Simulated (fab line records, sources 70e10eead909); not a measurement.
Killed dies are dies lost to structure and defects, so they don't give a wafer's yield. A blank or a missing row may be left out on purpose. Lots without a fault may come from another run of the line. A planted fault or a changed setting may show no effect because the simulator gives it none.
One fault seen from 2 desks | flow nand_harc | each desk has only its own numbers; what lay behind them comes last

THE TOOL OWNER'S DESK: rie_metal-03
The tool's own readings at NHARC_THIN_TSV_ETCH_36 (etches the open film in Cl2/BCl3, target depth 65 nm, time 18.571 s): means of the sampled wafers that have a number, for each lot that ran on this tool. A lot is out of limits, marked OUT, if its mean lies more than 4 standard deviations from the usual mean; the brackets give that distance.
Columns: A = drypump_motor_current_A at NHARC_THIN_TSV_ETCH_36, usual 5.7 A; B = oes_product_au at NHARC_THIN_TSV_ETCH_36, usual 1.006 a.u.
lot  | first seen here | A   | B
L473 | day 26 01:46    | 5.0 | 0.995
L478 | day 27 16:08    | 5.0 | 0.989
L487 | day 32 09:16    | 5.1 | 0.950 (-5.8) OUT
L488 | day 32 10:04    | 5.0 | 0.882 (-13) OUT
This desk's finding: out of limits on L487, L488; first on L487, day 32 09:16 (oes_product_au at NHARC_THIN_TSV_ETCH_36). In limits: L473, L478.

THE METROLOGY DESK
What the gauges read, lot by lot, whatever tool the lot ran on: means of the sampled wafers that have a number. A lot is out of limits, marked OUT, if its mean lies more than 4 standard deviations from the usual mean; the brackets give that distance.
Columns: A = thk_nm at NHARC_THIN_TSV_THK_MEAS_02, usual 2974 nm
lot  | first seen here | A
L470 | day 23 17:55    | 3297
L471 | day 24 11:26    | 2697
L474 | day 25 03:49    | 3062
L473 | day 25 18:25    | 2849
L476 | day 26 13:07    | 2859
L477 | day 26 20:47    | 2844
L478 | day 27 08:34    | 2983
L480 | day 28 11:12    | 3357
L475 | day 29 04:05    | 3014
L487 | day 32 01:28    | 3050
L488 | day 32 02:41    | 2970
L490 | day 32 10:44    | 2972
L492 | day 32 11:55    | 2952
L491 | day 32 13:06    | 3263
This desk's finding: nothing out of limits on any of the 14 lots.

PUT TOGETHER
The tool owner's desk could have raised an alarm at day 32 09:16, on L487, L488.
The metrology desk saw nothing out of limits.
The metrology desk has L487, L488 on record, within its limits.
Of the lots named, all ran NHARC_THIN_TSV_ETCH_36 on rie_metal-03.

WHAT THE SIMULATOR HAD PUT IN
Process parameter drift: rie_metal-03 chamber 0, from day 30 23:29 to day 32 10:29, at NHARC_THIN_TSV_ETCH_36. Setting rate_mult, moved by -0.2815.
Lots struck among those shown: L487, L488.
Hours from the fault's start to each desk's first reading out of limits: the tool owner's desk, 34.
